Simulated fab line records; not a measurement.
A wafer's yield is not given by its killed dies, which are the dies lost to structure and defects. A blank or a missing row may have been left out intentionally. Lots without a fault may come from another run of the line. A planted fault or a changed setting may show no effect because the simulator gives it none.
Which of the tools did it? | flow nand harc | 69 wafers from 23 lots sampled at 3 of the route's 1302 steps

## WHAT EACH GAUGE READ, for each wafer
NHARC_A_SLIT_CD_MEAS_21. Usual: 289.6 nm for cd nm, sd 0.84.
lot  | measured     | on        | cd nm (nm)        | flag
L074 | day 20 12:29 | cd sem-02 | 290.0 290.5 290.0 |
L075 | day 20 17:13 | cd sem-03 | 288.5 288.1 287.9 |
L076 | day 21 05:56 | cd sem-01 | 289.5 288.0 288.2 |
L077 | day 21 06:02 | cd sem-02 | 289.4 290.5 290.7 |
L078 | day 21 17:08 | cd sem-03 | 289.2 290.1 291.0 |
L079 | day 21 18:16 | cd sem-03 | 289.3 290.2 289.9 |
L080 | day 22 05:37 | cd sem-01 | 289.8 289.5 289.6 |
L081 | day 23 14:23 | cd sem-01 | 289.4 290.7 288.5 |
L082 | day 23 13:45 | cd sem-03 | 289.4 290.0 290.3 |
L083 | day 23 17:31 | cd sem-02 | 290.2 290.3 290.2 |
L084 | day 24 05:40 | cd sem-02 | 289.9 290.4 290.5 |
L086 | day 24 17:47 | cd sem-03 | 289.9 289.2 290.6 |
L085 | day 24 21:28 | cd sem-01 | 288.2 287.6 288.2 |
L087 | day 24 17:25 | cd sem-02 | 288.6 289.6 289.5 |
L088 | day 26 04:09 | cd sem-01 | 290.9 290.9 290.8 |
L091 | day 26 15:14 | cd sem-02 | 289.5 290.6 289.9 |
L090 | day 26 23:17 | cd sem-01 | 289.1 289.6 289.1 |
L092 | day 27 18:56 | cd sem-01 | 289.9 289.8 290.5 |
L093 | day 27 18:52 | cd sem-01 | 288.5 289.2 289.4 |
L095 | day 28 10:41 | cd sem-02 | 289.5 289.5 289.2 |
L094 | day 28 10:53 | cd sem-01 | 290.6 289.9 289.7 |
L097 | day 29 05:08 | cd sem-02 | 289.3 289.9 289.2 |
L096 | day 29 03:56 | cd sem-03 | 289.0 289.0 289.1 |

## WHICH TOOL RAN EACH LOT (tool, then ch and the chambers of the sampled wafers, then the start)
lot  | NHARC_A_SGD_CUT_STRIP_17                      | NHARC_A_SLIT_ETCH_15
L074 | rie diel-06 ch 0,1,2, day 20 12:29 or earlier | rie diel-09 ch 2,3, day 20 12:29 or earlier
L075 | rie diel-01 ch 0,1,3, day 20 17:13 or earlier | rie diel-09 ch 0,3, day 20 17:13 or earlier
L076 | rie diel-01 ch 0,1, day 21 05:56 or earlier   | rie diel-05 ch 0,3, day 21 05:56 or earlier
L077 | rie diel-01 ch 0,1,3, day 20 15:32            | rie diel-09 ch 1,3, day 21 06:02 or earlier
L078 | rie diel-06 ch 0,2,3, day 21 17:08 or earlier | rie diel-09 ch 0,3, day 21 17:08 or earlier
L079 | rie diel-06 ch 1,2, day 21 18:16 or earlier   | rie diel-05 ch 0,1,3, day 21 18:16 or earlier
L080 | rie diel-07 ch 0,2,3, day 22 05:37 or earlier | rie diel-05 ch 0,1,2, day 22 05:37 or earlier
L081 | rie diel-06 ch 1,2, day 23 14:23 or earlier   | rie diel-05 ch 0,2, day 23 14:23 or earlier
L082 | rie diel-07 ch 2,3, day 23 13:45 or earlier   | rie diel-08 ch 0,1,3, day 23 13:45 or earlier
L083 | rie diel-06 ch 0,1,3, day 23 17:31 or earlier | rie diel-09 ch 0,2, day 23 17:31 or earlier
L084 | rie diel-07 ch 0,2,3, day 24 05:40 or earlier | rie diel-09 ch 1,2,3, day 24 05:40 or earlier
L086 | rie diel-01 ch 0,2,3, day 24 17:47 or earlier | rie diel-05 ch 0,1, day 24 17:47 or earlier
L085 | rie diel-06 ch 1,2,3, day 24 21:28 or earlier | rie diel-09 ch 1,2, day 24 21:28 or earlier
L087 | rie diel-07 ch 1,3, day 24 17:25 or earlier   | rie diel-08 ch 0,1, day 24 17:25 or earlier
L088 | rie diel-01 ch 0,2,3, day 26 04:09 or earlier | rie diel-08 ch 0,2,3, day 26 04:09 or earlier
L091 | rie diel-06 ch 0,1,3, day 26 15:14 or earlier | rie diel-09 ch 1,3, day 26 15:14 or earlier
L090 | rie diel-06 ch 1,3, day 26 23:17 or earlier   | rie diel-09 ch 0,2,3, day 26 23:17 or earlier
L092 | rie diel-07 ch 2,3, day 27 18:56 or earlier   | rie diel-05 ch 0,1,2, day 27 18:56 or earlier
L093 | rie diel-01 ch 0,1,2, day 27 18:52 or earlier | rie diel-08 ch 0,1,3, day 27 18:52 or earlier
L095 | rie diel-01 ch 0,2,3, day 28 10:41 or earlier | rie diel-09 ch 0,1,2, day 28 10:41 or earlier
L094 | rie diel-06 ch 0,1,2, day 28 10:53 or earlier | rie diel-08 ch 0,3, day 28 10:53 or earlier
L097 | rie diel-01 ch 0,1,2, day 29 05:08 or earlier | rie diel-09 ch 1,2, day 29 05:08 or earlier
L096 | rie diel-07 ch 0,1,3, day 29 03:56 or earlier | rie diel-09 ch 0,1,3, day 29 03:56 or earlier
- NHARC_A_SGD_CUT_STRIP_17: strips in O2.
- NHARC_A_SLIT_ETCH_15: etches the open film in O2/COS, target depth 6200 nm, time 1612 s.

## AS READ BY THE TOOLS THEMSELVES (means over the sampled wafers that have a number; for cases with no such wafer, the mark the record gives instead)
NHARC_A_SGD_CUT_STRIP_17. Usual: drypump motor current A 5.9 A, standard deviation 0.41; oes product au 0.999 a.u., standard deviation 0.01; rf vpp V 57.7 V, standard deviation 0.79; showerhead plenum p Torr 3.51 Torr, standard deviation 0.12; throttle valve pct 17.037 %, standard deviation 0.0096.
lot  | tool        | drypump motor current A (A) | oes product au (a.u.) | rf vpp V (V) | showerhead plenum p Torr (Torr) | throttle valve pct (%) | flag
L074 | rie diel-06 | 6.0                         | 0.993                 | 58.0         | 3.54                            | 17.029                 |
L075 | rie diel-01 | 6.2                         | 1.006                 | 58.2         | 3.52                            | 17.038                 |
L076 | rie diel-01 | 6.3                         | 1.001                 | 57.1         | 3.43                            | 17.036                 |
L077 | rie diel-01 | 6.2                         | 1.004                 | 58.1         | 3.52                            | 17.036                 |
L078 | rie diel-06 | 5.9                         | 0.988                 | 57.9         | 3.54                            | 17.045                 |
L079 | rie diel-06 | 5.8                         | 1.004                 | 57.3         | 3.52                            | 17.041                 |
L080 | rie diel-07 | 5.6                         | 0.993                 | 57.5         | 3.53                            | 17.041                 |
L081 | rie diel-06 | 5.8                         | 1.006                 | 58.2         | 3.52                            | 17.040                 |
L082 | rie diel-07 | 5.4                         | 1.002                 | 57.0         | 3.63                            | 17.048                 |
L083 | rie diel-06 | 6.0                         | 0.995                 | 58.0         | 3.55                            | 17.022                 |
L084 | rie diel-07 | 5.6                         | 1.011                 | 58.6         | 3.53                            | 17.034                 |
L086 | rie diel-01 | 5.6                         | 1.010                 | 57.5         | 3.50                            | 17.035                 |
L085 | rie diel-06 | 5.9                         | 1.006                 | 57.5         | 3.53                            | 17.040                 |
L087 | rie diel-07 | 5.7                         | 1.006                 | 56.7         | 3.64                            | 17.042                 |
L088 | rie diel-01 | 5.6                         | 0.995                 | 57.3         | 3.50                            | 17.039                 |
L091 | rie diel-06 | 6.0                         | 0.999                 | 57.1         | 3.54                            | 17.035                 |
L090 | rie diel-06 | 6.0                         | 0.996                 | 57.8         | 3.53                            | 17.042                 |
L092 | rie diel-07 | 5.5                         | 0.995                 | 57.4         | 3.50                            | 17.037                 |
L093 | rie diel-01 | 5.7                         | 0.995                 | 57.7         | 3.42                            | 17.041                 |
L095 | rie diel-01 | 5.6                         | 0.999                 | 57.5         | 3.50                            | 17.025                 |
L094 | rie diel-06 | 6.0                         | 1.001                 | 58.2         | 3.53                            | 17.051                 |
L097 | rie diel-01 | 5.7                         | 0.994                 | 57.6         | 3.42                            | 17.048                 |
L096 | rie diel-07 | 5.9                         | 0.999                 | 58.1         | 3.54                            | 17.028                 |

NHARC_A_SLIT_ETCH_15. Usual: bias w 300.0 W, standard deviation 0.85; drypump motor current A 5.6 A, standard deviation 0.4; oes product au 1.001 a.u., standard deviation 0.0086; rf vpp V 312.7 V, standard deviation 1.7; showerhead plenum p Torr 3.01 Torr, standard deviation 0.093; throttle valve pct 28.330 %, standard deviation 0.0086.
lot  | tool        | bias w (W) | drypump motor current A (A) | oes product au (a.u.) | rf vpp V (V) | showerhead plenum p Torr (Torr) | throttle valve pct (%) | flag
L074 | rie diel-09 | 300.5      | 5.5                         | 0.993                 | 313.4        | 3.05                            | 28.329                 |
L075 | rie diel-09 | 300.8      | 5.2                         | 1.000                 | 314.7        | 3.14                            | 28.336                 |
L076 | rie diel-05 | 300.3      | 5.2                         | 0.996                 | 311.5        | 2.95                            | 28.333                 |
L077 | rie diel-09 | 300.3      | 5.3                         | 0.995                 | 314.2        | 3.06                            | 28.331                 |
L078 | rie diel-09 | 300.0      | 5.2                         | 0.992                 | 314.0        | 3.14                            | 28.333                 |
L079 | rie diel-05 | 300.7      | 5.6                         | 1.006                 | 312.5        | 2.97                            | 28.335                 |
L080 | rie diel-05 | 299.7      | 5.6                         | 0.994                 | 311.7        | 2.95                            | 28.333                 |
L081 | rie diel-05 | 299.7      | 5.3                         | 0.991                 | 311.8        | 2.93                            | 28.329                 |
L082 | rie diel-08 | 299.3      | 5.8                         | 1.005                 | 311.6        | 2.93                            | 28.329                 |
L083 | rie diel-09 | 300.0      | 5.6                         | 0.991                 | 314.5        | 3.08                            | 28.329                 |
L084 | rie diel-09 | 300.4      | 5.5                         | 1.007                 | 312.6        | 3.03                            | 28.328                 |
L086 | rie diel-05 | 300.6      | 6.0                         | 1.007                 | 312.8        | 2.97                            | 28.334                 |
L085 | rie diel-09 | 300.4      | 5.8                         | 1.008                 | 312.2        | 2.99                            | 28.326                 |
L087 | rie diel-08 | 299.3      | 6.1                         | 1.004                 | 311.9        | 2.94                            | 28.342                 |
L088 | rie diel-08 | 299.7      | 5.8                         | 1.011                 | 310.9        | 2.92                            | 28.325                 |
L091 | rie diel-09 | 299.6      | 5.6                         | 0.997                 | 312.6        | 3.02                            | 28.334                 |
L090 | rie diel-09 | 300.6      | 5.4                         | 0.996                 | 314.3        | 3.11                            | 28.323                 |
L092 | rie diel-05 | 299.5      | 5.7                         | 1.003                 | 312.2        | 2.95                            | 28.325                 |
L093 | rie diel-08 | 300.8      | 5.8                         | 1.012                 | 310.6        | 2.93                            | 28.329                 |
L095 | rie diel-09 | 299.9      | 5.6                         | 1.002                 | 313.6        | 3.07                            | 28.327                 |
L094 | rie diel-08 | 300.1      | 5.6                         | 1.001                 | 310.3        | 2.92                            | 28.339                 |
L097 | rie diel-09 | 299.6      | 5.7                         | 0.997                 | 312.9        | 3.01                            | 28.331                 |
L096 | rie diel-09 | 299.4      | 5.5                         | 1.001                 | 313.5        | 3.09                            | 28.323                 |

## THE ANSWER, worked out from the rows above alone
Rule: take the mean of a lot's wafers that have a number; if it is more than 3 standard deviations from the usual mean, the lot is off. A lot without any number at a reading at which 4 lots or more have one is off too. Any other lot the step has rows for is counted as sound. The gauges are gone through in route order, then the tools' own readings, and for those a lot's mean is taken as printed above. The first step at which some lot is off is used, and at that step the reading that is off furthest; a lot without a number counts as furthest.
No lot is off on any of the readings shown, so nothing can be concluded from this.

## WHAT THE SIMULATOR PUT IN
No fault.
